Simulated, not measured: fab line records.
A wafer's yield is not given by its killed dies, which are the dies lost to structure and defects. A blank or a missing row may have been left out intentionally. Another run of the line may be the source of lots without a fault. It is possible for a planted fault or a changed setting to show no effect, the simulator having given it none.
Which of the tools did it? | flow n5_finfet | 30 wafers from 10 lots sampled at 4 of the route's 1938 steps

## WHAT EACH GAUGE READ, for each wafer
N5_BEOL_M8_OCD_MEAS_38.
lot  | measured     | on     | trench_depth_nm (nm)
L584 | day 10 08:34 | ocd-02 | 94.3 94.2 93.9
L586 | day 10 11:41 | ocd-01 | 93.1 93.1 93.1
L587 | day 10 17:29 | ocd-01 | 94.4 93.9 93.8
L592 | day 12 10:58 | ocd-02 | 92.3 93.6 93.1
L595 | day 13 01:05 | ocd-01 | 94.1 94.3 94.0
L598 | day 13 20:10 | ocd-02 | 94.7 94.4 94.2
L599 | day 14 08:32 | ocd-01 | 92.3 92.9 92.4
L600 | day 15 02:08 | ocd-02 | 93.6 94.8 93.4
L601 | day 15 13:13 | ocd-02 | 94.7 96.3 94.4
L602 | day 15 15:41 | ocd-02 | 96.3 94.2 93.4

## WHICH TOOL RAN EACH LOT (tool, then ch and the chambers of the sampled wafers, then the start)
lot  | N5_BEOL_M8_DESCUM_33               | N5_BEOL_M8_ETCH_72                 | N5_BEOL_M8_STRIP_80
L584 | rie_diel-03 ch 0,1,2, day 10 08:08 | rie_diel-03 ch 0,1,2, day 10 08:10 | rie_diel-03 ch 0,1,2, day 10 08:29
L586 | rie_diel-03 ch 0,1, day 10 11:16   | rie_diel-03 ch 0,1, day 10 11:17   | rie_diel-03 ch 0,1, day 10 11:37
L587 | rie_diel-02 ch 0,1,2, day 10 17:04 | rie_diel-02 ch 0,1,2, day 10 17:05 | rie_diel-02 ch 0,1,2, day 10 17:25
L592 | rie_diel-02 ch 0,1,3, day 12 10:32 | rie_diel-02 ch 0,1,3, day 12 10:34 | rie_diel-02 ch 0,1,3, day 12 10:53
L595 | rie_diel-02 ch 2,3, day 13 00:39   | rie_diel-02 ch 2,3, day 13 00:41   | rie_diel-02 ch 2,3, day 13 01:00
L598 | rie_diel-03 ch 0,3, day 13 19:32   | rie_diel-03 ch 0,3, day 13 19:35   | rie_diel-03 ch 0,3, day 13 20:04
L599 | rie_diel-02 ch 0,3, day 14 08:06   | rie_diel-02 ch 0,3, day 14 08:08   | rie_diel-02 ch 0,3, day 14 08:27
L600 | rie_diel-03 ch 0,1,3, day 15 01:43 | rie_diel-03 ch 0,1,3, day 15 01:44 | rie_diel-03 ch 0,1,3, day 15 02:03
L601 | rie_diel-03 ch 1,2,3, day 15 12:47 | rie_diel-03 ch 1,2,3, day 15 12:49 | rie_diel-03 ch 1,2,3, day 15 13:08
L602 | rie_diel-03 ch 0,2,3, day 15 15:15 | rie_diel-03 ch 0,2,3, day 15 15:17 | rie_diel-03 ch 0,2,3, day 15 15:36
- N5_BEOL_M8_DESCUM_33: chemistry O2, time 7 s.
- N5_BEOL_M8_ETCH_72: etches underlayer in N2/H2, target depth 6.5 nm, time 5.2 s.
- N5_BEOL_M8_STRIP_80: strips in N2/H2, time 10 s.

## THE ANSWER, worked out from the rows above alone
Rule: the lots themselves supply what counts as usual. Put in order of their means at a reading, lots are off if they are a third of the lots or fewer, leave a main group of 4 or more, and stand apart from it by a gap of 3 or more times the standard deviation of the main group's means; of several such gaps the widest counts. If all means in a main group match to the digits the tables above print for the reading, that group is not used. A lot without any number at a reading at which 4 lots or more have one is off too. Any other lot the step has rows for is counted as sound.
Across all readings shown, no lot is off: no conclusion can be drawn from this.

## WHAT THE SIMULATOR HAD PUT IN
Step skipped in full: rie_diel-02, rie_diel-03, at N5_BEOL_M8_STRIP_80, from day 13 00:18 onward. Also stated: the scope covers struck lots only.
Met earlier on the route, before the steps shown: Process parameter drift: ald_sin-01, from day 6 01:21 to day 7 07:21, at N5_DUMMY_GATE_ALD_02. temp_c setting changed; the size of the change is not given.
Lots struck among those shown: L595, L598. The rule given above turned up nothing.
